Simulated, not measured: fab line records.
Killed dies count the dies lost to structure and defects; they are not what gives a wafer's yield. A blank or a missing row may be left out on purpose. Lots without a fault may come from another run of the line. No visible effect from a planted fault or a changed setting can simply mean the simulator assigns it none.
Which of the tools did it? / flow nand_harc / 45 wafers from 15 lots sampled at 2 of the route's 1302 steps

== WHAT EACH GAUGE READ, for each wafer ==
NHARC_A_CHANNEL_HOLE_D1_CD_MEAS_30.
lot=L759; measured=day 9 00:37; on=cd_sem-01; cd_nm (nm)=89.1 86.6 85.9
lot=L761; measured=day 9 18:14; on=cd_sem-01; cd_nm (nm)=90.3 89.3 88.8
lot=L760; measured=day 9 18:49; on=cd_sem-02; cd_nm (nm)=89.9 90.9 90.7
lot=L765; measured=day 11 05:29; on=cd_sem-02; cd_nm (nm)=91.0 87.5 88.7
lot=L766; measured=day 11 23:02; on=cd_sem-03; cd_nm (nm)=90.2 90.3 90.7
lot=L767; measured=day 12 04:29; on=cd_sem-02; cd_nm (nm)=89.7 90.1 91.3
lot=L768; measured=day 12 08:38; on=cd_sem-02; cd_nm (nm)=87.8 89.4 89.7
lot=L771; measured=day 14 06:44; on=cd_sem-03; cd_nm (nm)=89.7 91.5 91.0
lot=L774; measured=day 14 20:11; on=cd_sem-03; cd_nm (nm)=89.9 88.6 88.5
lot=L776; measured=day 16 01:54; on=cd_sem-01; cd_nm (nm)=89.5 90.2 89.5
lot=L777; measured=day 16 04:05; on=cd_sem-03; cd_nm (nm)=90.5 89.8 89.7
lot=L778; measured=day 16 15:03; on=cd_sem-02; cd_nm (nm)=87.7 89.3 90.7
lot=L779; measured=day 17 06:13; on=cd_sem-03; cd_nm (nm)=90.5 90.8 90.9
lot=L780; measured=day 17 18:07; on=cd_sem-03; cd_nm (nm)=89.1 90.0 89.7
lot=L782; measured=day 18 14:34; on=cd_sem-02; cd_nm (nm)=90.1 89.1 89.2

== WHICH TOOL RAN EACH LOT (tool, then ch and the chambers of the sampled wafers, then the start) ==
lot=L759; NHARC_A_CHANNEL_HOLE_D1_ETCH_33=har_etch-01 ch 0, day 8 22:56
lot=L761; NHARC_A_CHANNEL_HOLE_D1_ETCH_33=har_etch-02 ch 0,1, day 9 16:16
lot=L760; NHARC_A_CHANNEL_HOLE_D1_ETCH_33=har_etch-01 ch 1, day 9 17:07
lot=L765; NHARC_A_CHANNEL_HOLE_D1_ETCH_33=har_etch-01 ch 0,1, day 11 03:56
lot=L766; NHARC_A_CHANNEL_HOLE_D1_ETCH_33=har_etch-01 ch 0,1, day 11 21:29
lot=L767; NHARC_A_CHANNEL_HOLE_D1_ETCH_33=har_etch-02 ch 1, day 12 02:56
lot=L768; NHARC_A_CHANNEL_HOLE_D1_ETCH_33=har_etch-02 ch 0,1, day 12 07:08
lot=L771; NHARC_A_CHANNEL_HOLE_D1_ETCH_33=har_etch-01 ch 0,1, day 14 05:02
lot=L774; NHARC_A_CHANNEL_HOLE_D1_ETCH_33=har_etch-02 ch 0,1, day 14 18:19
lot=L776; NHARC_A_CHANNEL_HOLE_D1_ETCH_33=har_etch-01 ch 1, day 16 00:23
lot=L777; NHARC_A_CHANNEL_HOLE_D1_ETCH_33=har_etch-02 ch 0,1, day 16 02:32
lot=L778; NHARC_A_CHANNEL_HOLE_D1_ETCH_33=har_etch-02 ch 0,1, day 16 13:31
lot=L779; NHARC_A_CHANNEL_HOLE_D1_ETCH_33=har_etch-01 ch 0,1, day 17 04:42
lot=L780; NHARC_A_CHANNEL_HOLE_D1_ETCH_33=har_etch-01 ch 0,1, day 17 16:35
lot=L782; NHARC_A_CHANNEL_HOLE_D1_ETCH_33=har_etch-01 ch 0,1, day 18 13:03
- NHARC_A_CHANNEL_HOLE_D1_ETCH_33: etches the open film in C4F8/O2/Ar, time 90 s, target depth 400 nm.

== AS READ BY THE TOOLS THEMSELVES (means over the sampled wafers that have a number; for cases with no such wafer, the mark the record gives instead) ==
NHARC_A_CHANNEL_HOLE_D1_ETCH_33.
lot=L759; tool=har_etch-01; drypump_motor_current_A (A)=6.21; he_backside_leak_sccm (sccm)=5.1; mfc_ar_sccm (sccm)=375.8; showerhead_plenum_p_Torr (Torr)=3.67; throttle_valve_pct (%)=27.619
lot=L761; tool=har_etch-02; drypump_motor_current_A (A)=5.79; he_backside_leak_sccm (sccm)=6.9; mfc_ar_sccm (sccm)=374.5; showerhead_plenum_p_Torr (Torr)=3.53; throttle_valve_pct (%)=27.610
lot=L760; tool=har_etch-01; drypump_motor_current_A (A)=6.22; he_backside_leak_sccm (sccm)=5.4; mfc_ar_sccm (sccm)=375.0; showerhead_plenum_p_Torr (Torr)=3.54; throttle_valve_pct (%)=27.616
lot=L765; tool=har_etch-01; drypump_motor_current_A (A)=6.25; he_backside_leak_sccm (sccm)=5.5; mfc_ar_sccm (sccm)=375.0; showerhead_plenum_p_Torr (Torr)=3.61; throttle_valve_pct (%)=27.619
lot=L766; tool=har_etch-01; drypump_motor_current_A (A)=6.23; he_backside_leak_sccm (sccm)=5.4; mfc_ar_sccm (sccm)=375.2; showerhead_plenum_p_Torr (Torr)=3.61; throttle_valve_pct (%)=27.620
lot=L767; tool=har_etch-02; drypump_motor_current_A (A)=5.79; he_backside_leak_sccm (sccm)=6.9; mfc_ar_sccm (sccm)=374.6; showerhead_plenum_p_Torr (Torr)=3.50; throttle_valve_pct (%)=27.626
lot=L768; tool=har_etch-02; drypump_motor_current_A (A)=5.74; he_backside_leak_sccm (sccm)=6.9; mfc_ar_sccm (sccm)=375.9; showerhead_plenum_p_Torr (Torr)=3.51; throttle_valve_pct (%)=27.617
lot=L771; tool=har_etch-01; drypump_motor_current_A (A)=6.23; he_backside_leak_sccm (sccm)=5.5; mfc_ar_sccm (sccm)=375.0; showerhead_plenum_p_Torr (Torr)=3.59; throttle_valve_pct (%)=27.627
lot=L774; tool=har_etch-02; drypump_motor_current_A (A)=5.73; he_backside_leak_sccm (sccm)=7.4; mfc_ar_sccm (sccm)=374.4; showerhead_plenum_p_Torr (Torr)=3.50; throttle_valve_pct (%)=27.611
lot=L776; tool=har_etch-01; drypump_motor_current_A (A)=6.24; he_backside_leak_sccm (sccm)=5.7; mfc_ar_sccm (sccm)=374.6; showerhead_plenum_p_Torr (Torr)=3.49; throttle_valve_pct (%)=27.627
lot=L777; tool=har_etch-02; drypump_motor_current_A (A)=5.73; he_backside_leak_sccm (sccm)=7.6; mfc_ar_sccm (sccm)=375.9; showerhead_plenum_p_Torr (Torr)=3.49; throttle_valve_pct (%)=27.621
lot=L778; tool=har_etch-02; drypump_motor_current_A (A)=5.78; he_backside_leak_sccm (sccm)=7.3; mfc_ar_sccm (sccm)=375.1; showerhead_plenum_p_Torr (Torr)=3.48; throttle_valve_pct (%)=27.615
lot=L779; tool=har_etch-01; drypump_motor_current_A (A)=6.23; he_backside_leak_sccm (sccm)=6.0; mfc_ar_sccm (sccm)=374.6; showerhead_plenum_p_Torr (Torr)=3.52; throttle_valve_pct (%)=27.613
lot=L780; tool=har_etch-01; drypump_motor_current_A (A)=6.24; he_backside_leak_sccm (sccm)=5.8; mfc_ar_sccm (sccm)=375.0; showerhead_plenum_p_Torr (Torr)=3.56; throttle_valve_pct (%)=27.622
lot=L782; tool=har_etch-01; drypump_motor_current_A (A)=6.22; he_backside_leak_sccm (sccm)=6.7; mfc_ar_sccm (sccm)=376.1; showerhead_plenum_p_Torr (Torr)=3.56; throttle_valve_pct (%)=27.615

== THE ANSWER, worked out from the rows above alone ==
Rule: the lots themselves supply what counts as usual. The widest of any qualifying gaps counts: lots, ordered by their means at a reading, are off when they make up no more than a third of the lots, leave a main group of 4 or more, and stand apart from it by 3 or more times the standard deviation of that group's means. The tables above print the reading to a certain number of digits; a main group whose means all agree to those digits is not used. A lot without any number at a reading at which 4 lots or more have one is off too. All remaining lots with rows at the step are treated as sound. After the gauges, taken in route order, come the tools' own readings; for these a lot's mean is taken, as printed above. At the first step where some lot is off, the reading lying furthest off is the one used; lots without a number count as furthest.
Nothing can be told from this: no lot is off at any reading shown.

== WHAT HAD BEEN PUT IN BY THE SIMULATOR ==
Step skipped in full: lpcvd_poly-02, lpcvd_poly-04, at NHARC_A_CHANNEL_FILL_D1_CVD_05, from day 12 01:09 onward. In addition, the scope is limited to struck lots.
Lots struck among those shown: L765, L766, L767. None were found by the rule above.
